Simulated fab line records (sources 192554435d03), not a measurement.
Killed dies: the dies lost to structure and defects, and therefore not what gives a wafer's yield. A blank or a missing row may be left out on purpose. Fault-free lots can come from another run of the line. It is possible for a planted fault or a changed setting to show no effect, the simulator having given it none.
Matching of chambers ; flow n5Finfet ; N5_MOL_CONTACT_COAG_ALD_133 on aldSin-01: 4 sister chambers
The step deposits SiO2, target thk 5 nm, pulse time 1 s, co reactant pulse time 1 s. 16 wafers are shown with their chamber, then 8 later ones without.

EACH WAFER AND ITS CHAMBER
wafer;chamber;heaterPowerW (W);precursorPulseHeightRel
L076.2;2;82;1.007
L076.3;3;89;0.979
L076.6;0;79;1.007
L078.1;0;77;0.984
L078.2;2;81;1.025
L078.4;1;76;1.024
L080.2;0;80;1.028
L080.4;1;77;0.980
L080.5;3;91;1.002
L082.2;3;92;0.982
L082.3;1;77;1.003
L082.6;3;89;0.980
L086.1;0;79;0.995
L086.3;2;83;0.981
L086.5;3;91;1.003
L089.1;1;74;0.998

SIGNATURES (means of the wafers above)
reading;chamber 0;chamber 1;chamber 2;chamber 3;scatter within a chamber
heaterPowerW;78.75;76.00;82.00;90.40;1.29
precursorPulseHeightRel;1.00350;1.00125;1.00433;0.98920;0.0174
Rule: for a wafer and a chamber, the distance is found by dividing, reading by reading, the gap between the wafer's reading and the chamber's mean by the reading's scatter, squaring, summing and taking the root. The wafer belongs to the nearest chamber; if the next one is less than 2 further off, it can't be placed. The scatter: take each reading less its chamber's mean, square it, sum over the shown wafers, divide by the number of wafers less the number of chambers, and take the root.

WAFERS WHOSE CHAMBER IS MISSING
wafer;heaterPowerW (W);precursorPulseHeightRel
L089.2;76;0.970
L089.4;78;1.012
L090.3;84;0.957
L090.4;74;0.991
L090.5;75;1.026
L096.1;79;0.964
L096.3;72;0.964
L096.6;76;0.983

WHICH CHAMBER EACH ONE RAN IN
wafer;from the rows above;in truth
L089.2;can't be placed: 1 or 0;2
L089.4;can't be placed: 0 or 1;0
L090.3;can't be placed: 2 or 0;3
L090.4;1;1
L090.5;can't be placed: 1 or 0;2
L096.1;can't be placed: 0 or 1 or 2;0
L096.3;can't be placed: 1 or 0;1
L096.6;can't be placed: 1 or 0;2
Correctly placed: 1 of 8. Unplaceable from these rows: 7, with the true chamber sitting among the candidates in 3. Wrongly placed: 0.
